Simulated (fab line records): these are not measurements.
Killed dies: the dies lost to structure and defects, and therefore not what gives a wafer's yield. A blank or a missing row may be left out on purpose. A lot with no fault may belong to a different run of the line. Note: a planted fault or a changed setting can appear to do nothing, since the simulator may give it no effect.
Struck lot and sound lot, side by side ; flow n5Finfet ; 34 out of 1938 route steps
Sound: the wafers L812.3, L812.4, L812.5. Struck: wafer L806.3 (left out: L806.2, L806.4 of the same lot, which were not struck); the cause appears at the end.
For every step that has rows: the tool of each side, followed by ch and its chambers, followed by its first start. Under that, the readings that differ: sound wafers ; struck wafers ; difference of the means ; sigmas: that difference in standard deviations of wafers without a fault.
alike: readings with means less than 2 such deviations apart, plus words and numbers identical on both sides. not compared: withheld readings, readings lacking a value on some wafer, bounds such as >300 that could conceal the same value, and numbers that have no deviation in the record and whose values overlap.
The two part at a step that has a row with sigmas, a row that says differs or no value, or rows on one side only. When numbers do not overlap yet have no deviation, they are printed without sigmas and do not part them. A reading missing from all wafers of one side parts the sides only when that side holds two or more wafers.

first, 11 steps without rows for these wafers: N5_BEOL_M14_STRIP_69 (strips in N2/H2); N5_BEOL_M14_TRENCH_ETCH_34 (etches SiO2 in C4F8/O2/Ar, target depth 556.65 nm, time 126.9 s); N5_BEOL_M14_STRIP_70 (strips in C4F8/O2/Ar); N5_BEOL_M14_STRIP_37 (strips in O2); N5_BEOL_M14_ETCH_38 (etches SiCN in CF4/N2, target depth 106.5 nm, time 120.6 s); N5_BEOL_M14_PRECLEAN_39 (cleans in residue remover, time 60 s); N5_BEOL_M14_SRD_40 (time 30 s, dry time 30 s); N5_BEOL_M14_DEGAS_41 (time 60 s); N5_BEOL_M14_PRE_CLEAN_42 (time 30 s); N5_BEOL_M14_SPUTTER_43 (material TaN, target thk 15 nm, time 24.19 s); N5_BEOL_M14_SPUTTER_44 (material Ta, target thk 15 nm, time 24.19 s).
N5_BEOL_M14_SPUTTER_45: material Cu, target thk 100 nm, time 16.67 s.
  sound on pvdSputter-01, day 16 08:38; struck on pvdSputter-03, day 15 07:41
reading;sound;struck;difference;sigmas
chuckSensorTempC (C);-16.5 -16.6 -16.0;-15.4;+1.0;+2
  alike: cathodeDcPowerW, throttleValvePct
then, 21 steps without rows for these wafers: N5_BEOL_M14_ECD_47 (material Cu, target thk 1248 nm); N5_BEOL_M14_ANNEAL_48 (time 90 s); N5_BEOL_M14_CMP_49 (polishes, stops on SiO2, t overpolish 5.2 s, target thk 560 nm); N5_BEOL_M14_PRE_CLEAN_52 (time 15 s); N5_BEOL_M14_DEP_53 (deposits SiCN from 3MS/NH3, target thk 50 nm, time 17.8 s); N5_BEOL_M15_ILD_DEP_00 (deposits SiO2 from TEOS/O2, target thk 1629.3 nm, time 346.1 s); N5_BEOL_M15_COAT_58 (time 60 s, resist thk 89 nm); N5_BEOL_M15_COAT_04 (resist thk 800 nm); N5_BEOL_M15_EBR_06; N5_BEOL_M15_SOFTBAKE_05 (time 60 s); N5_BEOL_M15_EXPOSE_07 (exposes mask V14); N5_BEOL_M15_PEB_08 (peb time 90 s); N5_BEOL_M15_DEVELOP_09 (develop time 45 s); N5_BEOL_M15_HARDBAKE_14 (time 120 s); N5_BEOL_M15_DESCUM_15 (chemistry O2, time 7.9 s); N5_BEOL_M15_ETCH_59 (etches BARC in N2/H2, target depth 89 nm, overetch 26.7 nm, time 67.9 s); N5_BEOL_M15_VIA_ETCH_16 (etches SiO2 in C4F8/O2/Ar, target depth 1792.2 nm); N5_BEOL_M15_STRIP_63 (strips in O2); N5_BEOL_M15_STRIP_64 (strips in O2); N5_BEOL_M15_STRIP_65 (strips in post etch residue remover, time 60 s); N5_BEOL_M15_SRD_66 (time 30 s, dry time 30 s).
N5_PASSIVATION_PROBE_49:
  sound on prober-02, day 17 03:06; struck on prober-02, day 16 08:26
reading;sound;struck;difference;sigmas
defectLimitedYield (%);92.3 93.3 93.2;89.7;-3.2;-2
killed_at_M4_up;12 9 12;34;+23;+5
killedAtOther;1 1 0;6;+5;+2
killedDies;91 79 80;121;+38;+3
sort_bin_5_function (%);4.7 4.1 4.0;6.6;+2.3;+3
sortNPass;1089 1101 1100;1059;-38;-2
sortYieldPct (%);92.3 93.3 93.2;89.7;-3.2;-2
  alike: killed_at_M0_to_M3, killedAtContacts, killedAtFrontEnd, killedOpen, killedShort, sort_bin_6_memory

WHERE THEY PART
Earliest at N5_BEOL_M14_SPUTTER_45; latest, in this record, at N5_PASSIVATION_PROBE_49.

WHY: what the simulator had put in
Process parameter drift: pvdSputter-03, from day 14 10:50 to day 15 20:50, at N5_BEOL_M14_SPUTTER_45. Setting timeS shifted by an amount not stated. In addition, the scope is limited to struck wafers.
